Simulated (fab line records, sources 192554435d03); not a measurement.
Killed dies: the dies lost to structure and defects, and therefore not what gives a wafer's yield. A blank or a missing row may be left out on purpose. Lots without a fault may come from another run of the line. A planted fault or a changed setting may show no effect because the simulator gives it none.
The tool behind it: which one? | flow n5 finfet | 24 lots with 72 wafers sampled at 6 steps, on a route of 1938 steps

== WHAT EACH GAUGE READ, for each wafer ==
N5_GATE_CUT_THK_MEAS_24. Usual: for GC_FILL_THK the level is 220.2 nm and the standard deviation is 1.8.
lot  | measured     | on            | GC_FILL_THK (nm)  | flag
L074 | day 4 16:56  | film metro-01 | 222.4 223.0 220.0 |
L075 | day 4 23:00  | film metro-02 | 217.9 221.0 220.1 |
L076 | day 5 04:12  | film metro-02 | 219.4 219.1 221.5 |
L077 | day 5 10:25  | film metro-02 | 221.4 219.9 224.2 |
L078 | day 5 19:36  | film metro-01 | 217.4 219.9 220.0 |
L079 | day 6 07:50  | film metro-02 | 220.0 221.3 222.1 |
L080 | day 6 10:04  | film metro-01 | 216.8 219.9 223.1 |
L081 | day 6 15:14  | film metro-01 | 218.8 217.8 221.4 |
L082 | day 6 16:28  | film metro-02 | 217.3 220.5 221.8 |
L083 | day 6 22:33  | film metro-02 | 220.2 221.5 223.1 |
L084 | day 7 01:53  | film metro-01 | 219.4 218.7 222.0 |
L085 | day 7 09:53  | film metro-01 | 218.9 219.3 220.2 |
L086 | day 7 15:48  | film metro-01 | 219.0 222.2 221.6 |
L087 | day 7 19:33  | film metro-01 | 219.6 223.9 222.2 |
L088 | day 8 04:47  | film metro-01 | 219.8 219.9 221.4 |
L089 | day 8 14:53  | film metro-01 | 217.3 218.2 220.3 |
L090 | day 9 01:02  | film metro-02 | 219.3 220.5 219.3 |
L092 | day 9 02:55  | film metro-01 | 218.6 221.1 222.4 |
L091 | day 9 03:52  | film metro-01 | 221.0 216.0 220.3 |
L093 | day 9 09:51  | film metro-02 | 218.1 217.8 218.6 |
L094 | day 9 19:29  | film metro-02 | 219.8 223.1 222.4 |
L095 | day 10 07:08 | film metro-02 | 220.7 216.8 223.4 |
L097 | day 10 16:25 | film metro-01 | 218.6 219.6 220.9 |
L096 | day 10 19:41 | film metro-02 | 219.6 221.1 222.7 |

N5_MOL_CONTACT_COAG_OVL_MEAS_09. Usual: for CA_OVL the level is 0.3 nm and the standard deviation is 0.78.
lot  | measured     | on         | CA_OVL (nm)    | flag
L074 | day 4 18:16  | overlay-01 | 0.2 0.9 0.5    |
L075 | day 5 00:13  | overlay-01 | 0.2 0.9 0.7    |
L076 | day 5 05:17  | overlay-01 | 0.6 1.1 0.1    |
L077 | day 5 11:29  | overlay-02 | 1.0 0.2 0.9    |
L078 | day 5 20:48  | overlay-01 | 1.3 1.4 1.9    |
L079 | day 6 09:02  | overlay-01 | 1.1 1.5 0.0    |
L080 | day 6 11:08  | overlay-01 | -0.2 -0.7 0.3  |
L081 | day 6 16:26  | overlay-02 | 0.3 0.8 0.1    |
L082 | day 6 17:40  | overlay-01 | 0.8 0.6 1.4    |
L083 | day 6 23:37  | overlay-02 | -0.5 -1.2 0.0  |
L084 | day 7 02:58  | overlay-02 | -1.1 -1.0 0.1  |
L085 | day 7 10:58  | overlay-02 | 0.4 0.5 0.3    |
L086 | day 7 16:53  | overlay-01 | -0.6 1.3 0.6   |
L087 | day 7 20:38  | overlay-01 | -0.2 0.8 -0.6  |
L088 | day 8 05:51  | overlay-02 | -0.9 -0.9 0.4  |
L089 | day 8 15:58  | overlay-01 | -0.1 -0.9 -0.2 |
L090 | day 9 02:14  | overlay-01 | 0.8 0.4 1.1    |
L092 | day 9 04:07  | overlay-01 | 0.6 0.0 0.0    |
L091 | day 9 04:56  | overlay-01 | 0.2 0.5 -0.4   |
L093 | day 9 11:08  | overlay-02 | -0.1 -0.2 -0.8 |
L094 | day 9 20:41  | overlay-02 | 1.3 1.6 -0.2   |
L095 | day 10 08:13 | overlay-01 | 0.2 1.6 -0.3   |
L097 | day 10 17:37 | overlay-02 | 0.1 0.5 1.4    |
L096 | day 10 20:45 | overlay-02 | 0.0 0.7 0.2    |

N5_MOL_CONTACT_COAG_INSPECT_10: inspects for defects (brightfield). Usual: raw defect count reads 72 (standard deviation 31).
lot  | measured     | on                | raw defect count | flag
L074 | day 4 18:19  | defect inspect-01 | 20 47 64         |
L075 | day 5 00:16  | defect inspect-02 | 78 29 111        |
L076 | day 5 05:20  | defect inspect-02 | 56 81 72         |
L077 | day 5 11:33  | defect inspect-01 | 63 76 82         |
L078 | day 5 20:51  | defect inspect-02 | 55 96 90         |
L079 | day 6 09:05  | defect inspect-02 | 55 56 75         |
L080 | day 6 11:11  | defect inspect-01 | 116 125 202      |
L081 | day 6 16:29  | defect inspect-02 | 72 80 90         |
L082 | day 6 17:43  | defect inspect-01 | 68 51 88         |
L083 | day 6 23:41  | defect inspect-02 | 98 39 49         |
L084 | day 7 03:01  | defect inspect-01 | 58 60 46         |
L085 | day 7 11:01  | defect inspect-02 | 87 71 104        |
L086 | day 7 16:56  | defect inspect-01 | 86 75 99         |
L087 | day 7 20:41  | defect inspect-01 | 40 40 52         |
L088 | day 8 05:55  | defect inspect-01 | 76 95 69         |
L089 | day 8 16:01  | defect inspect-01 | 71 53 70         |
L090 | day 9 02:17  | defect inspect-02 | 112 148 129      |
L092 | day 9 04:11  | defect inspect-02 | 32 37 56         |
L091 | day 9 04:59  | defect inspect-01 | 32 44 39         |
L093 | day 9 11:12  | defect inspect-02 | 53 50 30         |
L094 | day 9 20:44  | defect inspect-02 | 131 94 120       |
L095 | day 10 08:16 | defect inspect-02 | 112 50 39        |
L097 | day 10 17:40 | defect inspect-01 | 53 47 67         |
L096 | day 10 20:49 | defect inspect-01 | 30 49 60         |

== WHICH TOOL RAN EACH LOT (tool, then ch and the chambers of the sampled wafers, then the start) ==
lot  | N5_HKMG_FIN_STRIP_90               | N5_GATE_CUT_ETCHBACK_30           | N5_GATE_CUT_VAPOR_ETCH_51
L074 | rie diel-03 ch 0,1,3, day 4 08:23  | rie metal-03 ch 0,1, day 4 10:40  | rie metal-03 ch 0,1, day 4 14:46
L075 | rie diel-06 ch 0,1, day 4 14:35    | rie metal-03 ch 0,1, day 4 16:48  | rie metal-02 ch 0,1, day 4 21:01
L076 | rie diel-02 ch 0,1, day 4 19:04    | rie metal-01 ch 1, day 4 21:14    | rie metal-01 ch 0,1, day 5 01:40
L077 | rie diel-03 ch 0,1, day 5 01:31    | rie metal-02 ch 0, day 5 04:01    | rie metal-02 ch 0, day 5 08:24
L078 | rie diel-02 ch 1,2, day 5 10:31    | rie metal-02 ch 0, day 5 12:54    | rie metal-02 ch 0, day 5 17:35
L079 | rie diel-02 ch 1,2,3, day 5 23:23  | rie metal-03 ch 0,1, day 6 01:38  | rie metal-01 ch 0,1, day 6 05:51
L080 | rie diel-02 ch 0,1,3, day 6 01:27  | rie metal-03 ch 0,1, day 6 03:53  | rie metal-03 ch 0,1, day 6 08:04
L081 | rie diel-06 ch 1,2,3, day 6 06:42  | rie metal-02 ch 0,1, day 6 08:52  | rie metal-03 ch 1, day 6 13:13
L082 | rie diel-06 ch 0,2,3, day 6 07:34  | rie metal-03 ch 0,1, day 6 09:44  | rie metal-03 ch 1, day 6 14:13
L083 | rie diel-06 ch 1,3, day 6 14:00    | rie metal-03 ch 1, day 6 16:23    | rie metal-02 ch 0,1, day 6 20:33
L084 | rie diel-02 ch 0,2,3, day 6 17:28  | rie metal-01 ch 0,1, day 6 19:39  | rie metal-02 ch 0,1, day 6 23:53
L085 | rie diel-06 ch 0,1,2, day 7 01:21  | rie metal-02 ch 0,1, day 7 03:32  | rie metal-02 ch 0,1, day 7 07:54
L086 | rie diel-02 ch 0,1, day 7 07:33    | rie metal-02 ch 0,1, day 7 09:44  | rie metal-01 ch 0,1, day 7 13:49
L087 | rie diel-02 ch 0,1,2, day 7 11:03  | rie metal-02 ch 0,1, day 7 13:14  | rie metal-01 ch 0,1, day 7 17:34
L088 | rie diel-02 ch 0,3, day 7 20:25    | rie metal-02 ch 0,1, day 7 22:35  | rie metal-02 ch 0, day 8 02:47
L089 | rie diel-03 ch 0,2,3, day 8 06:31  | rie metal-03 ch 0,1, day 8 08:41  | rie metal-01 ch 1, day 8 12:54
L090 | rie diel-03 ch 0,2,3, day 8 14:38  | rie metal-01 ch 0,1, day 8 16:49  | rie metal-03 ch 0,1, day 8 21:03
L092 | rie diel-03 ch 0,2,3, day 8 18:14  | rie metal-03 ch 0,1, day 8 20:25  | rie metal-03 ch 0,1, day 9 00:56
L091 | rie diel-03 ch 0,1,2, day 8 18:34  | rie metal-01 ch 0,1, day 8 20:46  | rie metal-03 ch 0,1, day 9 01:49
L093 | rie diel-06 ch 0,1,3, day 9 01:19  | rie metal-02 ch 0,1, day 9 03:29  | rie metal-03 ch 0,1, day 9 07:47
L094 | rie diel-02 ch 0,1, day 9 10:42    | rie metal-03 ch 0,1, day 9 12:55  | rie metal-02 ch 0,1, day 9 17:30
L095 | rie diel-02 ch 1,2,3, day 9 20:56  | rie metal-02 ch 0,1, day 9 23:17  | rie metal-02 ch 0,1, day 10 04:06
L097 | rie diel-06 ch 0,1,3, day 10 08:03 | rie metal-03 ch 0,1, day 10 10:13 | rie metal-02 ch 0,1, day 10 14:25
L096 | rie diel-02 ch 0,1,2, day 10 11:19 | rie metal-01 ch 0,1, day 10 13:29 | rie metal-03 ch 0,1, day 10 17:42
- N5_HKMG_FIN_STRIP_90: strips SOC in N2/H2, time 20 s.
- N5_GATE_CUT_ETCHBACK_30: etches TiN in Cl2/Ar, target depth 3 nm.
- N5_GATE_CUT_VAPOR_ETCH_51: etches HfO2 in BCl3/Cl2.

== WHAT THE TOOLS THEMSELVES READ (means of the sampled wafers that have a number; where no wafer has one, the mark that the record gives instead) ==
N5_HKMG_FIN_STRIP_90. Usual: drypump motor current A is 5.5 A with standard deviation 0.5, h2 flow sccm is 300.2 sccm with standard deviation 0.86, oes product au is 0.83 a.u. with standard deviation 0.073, rf vpp V is 54.3 V with standard deviation 0.94, showerhead plenum p Torr is 3.36 Torr with standard deviation 0.093, temp c is 39.97 C with standard deviation 0.11, and throttle valve pct is 19.0 % with standard deviation 0.46.
lot  | tool        | drypump motor current A (A) | h2 flow sccm (sccm) | oes product au (a.u.) | rf vpp V (V) | showerhead plenum p Torr (Torr) | temp c (C) | throttle valve pct (%) | flag
L074 | rie diel-03 | 5.9                         | 300.3               | 0.88                  | 54.1         | 3.46                            | 39.95      | 18.7                   |
L075 | rie diel-06 | 5.8                         | 300.8               | 0.87                  | 54.2         | 3.27                            | 40.06      | 18.7                   |
L076 | rie diel-02 | 5.2                         | 299.9               | 0.86                  | 54.4         | 3.32                            | 39.96      | 19.1                   |
L077 | rie diel-03 | 5.9                         | 300.2               | 0.91                  | 55.2         | 3.48                            | 40.00      | 18.5                   |
L078 | rie diel-02 | 5.1                         | 299.3               | 0.96                  | 54.5         | 3.31                            | 40.02      | 19.4                   |
L079 | rie diel-02 | 5.2                         | 300.1               | 0.88                  | 54.2         | 3.37                            | 39.96      | 19.1                   |
L080 | rie diel-02 | 5.3                         | 300.3               | 0.80                  | 55.3         | 3.39                            | 40.04      | 19.0                   |
L081 | rie diel-06 | 5.6                         | 299.9               | 0.80                  | 54.2         | 3.29                            | 39.91      | 19.0                   |
L082 | rie diel-06 | 6.1                         | 300.4               | 0.85                  | 53.6         | 3.32                            | 39.90      | 18.9                   |
L083 | rie diel-06 | 6.0                         | 299.7               | 0.80                  | 54.9         | 3.34                            | 40.06      | 19.3                   |
L084 | rie diel-02 | 5.3                         | 299.7               | 0.82                  | 54.7         | 3.39                            | 39.99      | 19.2                   |
L085 | rie diel-06 | 5.5                         | 300.6               | 0.82                  | 53.3         | 3.25                            | 40.00      | 18.7                   |
L086 | rie diel-02 | 5.2                         | 300.2               | 0.80                  | 53.9         | 3.31                            | 39.95      | 19.2                   |
L087 | rie diel-02 | 5.2                         | 300.7               | 0.83                  | 53.9         | 3.32                            | 39.99      | 19.4                   |
L088 | rie diel-02 | 5.4                         | 300.5               | 0.73                  | 54.1         | 3.41                            | 40.02      | 19.1                   |
L089 | rie diel-03 | 5.7                         | 299.2               | 0.83                  | 55.1         | 3.44                            | 40.01      | 18.6                   |
L090 | rie diel-03 | 5.7                         | 299.3               | 0.83                  | 54.8         | 3.43                            | 39.99      | 18.6                   |
L092 | rie diel-03 | 5.7                         | 300.0               | 0.82                  | 56.0         | 3.43                            | 39.95      | 18.6                   |
L091 | rie diel-03 | 5.7                         | 299.9               | 0.86                  | 54.7         | 3.45                            | 39.81      | 18.4                   |
L093 | rie diel-06 | 5.9                         | 300.2               | 0.79                  | 53.8         | 3.29                            | 40.02      | 19.1                   |
L094 | rie diel-02 | 5.3                         | 300.8               | 0.75                  | 54.0         | 3.33                            | 40.01      | 19.3                   |
L095 | rie diel-02 | 5.2                         | 300.0               | 0.82                  | 53.6         | 3.35                            | 40.00      | 19.2                   |
L097 | rie diel-06 | 5.9                         | 300.5               | 0.78                  | 53.8         | 3.28                            | 39.95      | 19.1                   |
L096 | rie diel-02 | 5.2                         | 299.7               | 0.80                  | 53.7         | 3.31                            | 39.98      | 19.4                   |

N5_GATE_CUT_ETCHBACK_30. Usual: drypump motor current A 5.7 A, standard deviation 0.54; oes product au 0.78 a.u., standard deviation 0.097; throttle valve pct 20.80 %, standard deviation 0.16.
lot  | tool         | drypump motor current A (A) | oes product au (a.u.) | throttle valve pct (%) | flag
L074 | rie metal-03 | 5.0                         | 0.79                  | 20.77                  |
L075 | rie metal-03 | 5.1                         | 0.78                  | 20.77                  |
L076 | rie metal-01 | 5.8                         | 0.67                  | 21.01                  |
L077 | rie metal-02 | 6.1                         | 0.76                  | 20.91                  |
L078 | rie metal-02 | 6.1                         | 0.75                  | 20.92                  |
L079 | rie metal-03 | 5.1                         | 0.77                  | 20.78                  |
L080 | rie metal-03 | 5.1                         | 0.77                  | 20.79                  |
L081 | rie metal-02 | 5.8                         | 0.90                  | 20.83                  |
L082 | rie metal-03 | 5.5                         | 0.75                  | 20.66                  |
L083 | rie metal-03 | 5.9                         | 0.71                  | 20.55                  |
L084 | rie metal-01 | 5.9                         | 0.74                  | 20.91                  |
L085 | rie metal-02 | 5.9                         | 0.82                  | 20.87                  |
L086 | rie metal-02 | 5.8                         | 0.90                  | 20.83                  |
L087 | rie metal-02 | 5.8                         | 0.89                  | 20.84                  |
L088 | rie metal-02 | 5.8                         | 0.87                  | 20.85                  |
L089 | rie metal-03 | 5.5                         | 0.73                  | 20.68                  |
L090 | rie metal-01 | 5.9                         | 0.74                  | 20.92                  |
L092 | rie metal-03 | 5.0                         | 0.77                  | 20.78                  |
L091 | rie metal-01 | 6.1                         | 0.81                  | 20.82                  |
L093 | rie metal-02 | 5.8                         | 0.86                  | 20.86                  |
L094 | rie metal-03 | 5.1                         | 0.75                  | 20.80                  |
L095 | rie metal-02 | 5.9                         | 0.79                  | 20.88                  |
L097 | rie metal-03 | 5.0                         | 0.75                  | 20.80                  |
L096 | rie metal-01 | 5.9                         | 0.72                  | 20.94                  |

N5_GATE_CUT_VAPOR_ETCH_51. Usual: drypump motor current A 5.7 A, standard deviation 0.5; oes product au 0.78 a.u., standard deviation 0.1.
lot  | tool         | drypump motor current A (A) | oes product au (a.u.) | flag
L074 | rie metal-03 | 5.0                         | 0.78                  |
L075 | rie metal-02 | 5.9                         | 0.71                  |
L076 | rie metal-01 | 5.9                         | 0.77                  |
L077 | rie metal-02 | 6.1                         | 0.76                  |
L078 | rie metal-02 | 6.1                         | 0.76                  |
L079 | rie metal-01 | 6.1                         | 0.85                  |
L080 | rie metal-03 | 5.0                         | 0.78                  |
L081 | rie metal-03 | 5.9                         | 0.70                  |
L082 | rie metal-03 | 5.9                         | 0.70                  |
L083 | rie metal-02 | 5.8                         | 0.90                  |
L084 | rie metal-02 | 5.8                         | 0.89                  |
L085 | rie metal-02 | 5.8                         | 0.89                  |
L086 | rie metal-01 | 5.9                         | 0.74                  |
L087 | rie metal-01 | 5.9                         | 0.74                  |
L088 | rie metal-02 | 6.1                         | 0.75                  |
L089 | rie metal-01 | 5.8                         | 0.65                  |
L090 | rie metal-03 | 5.5                         | 0.73                  |
L092 | rie metal-03 | 5.5                         | 0.73                  |
L091 | rie metal-03 | 5.0                         | 0.76                  |
L093 | rie metal-03 | 5.5                         | 0.73                  |
L094 | rie metal-02 | 5.8                         | 0.85                  |
L095 | rie metal-02 | 5.9                         | 0.80                  |
L097 | rie metal-02 | 5.8                         | 0.85                  |
L096 | rie metal-03 | 5.0                         | 0.75                  |

== THE ANSWER, worked out from the rows above alone ==
Rule: take the mean of a lot's wafers that have a number; if it is more than 3 standard deviations from the usual mean, the lot is off. A lot without any number at a reading at which 4 lots or more have one is off too. The other lots that the step has rows for count as sound. First the gauges in route order, then the tools' own readings, where a lot's mean is used as printed above. At the first step where some lot is off, the reading lying furthest off is the one used; lots without a number count as furthest.
No lot is off on any of the readings shown, so nothing can be concluded from this.

== WHAT THE SIMULATOR PUT IN ==
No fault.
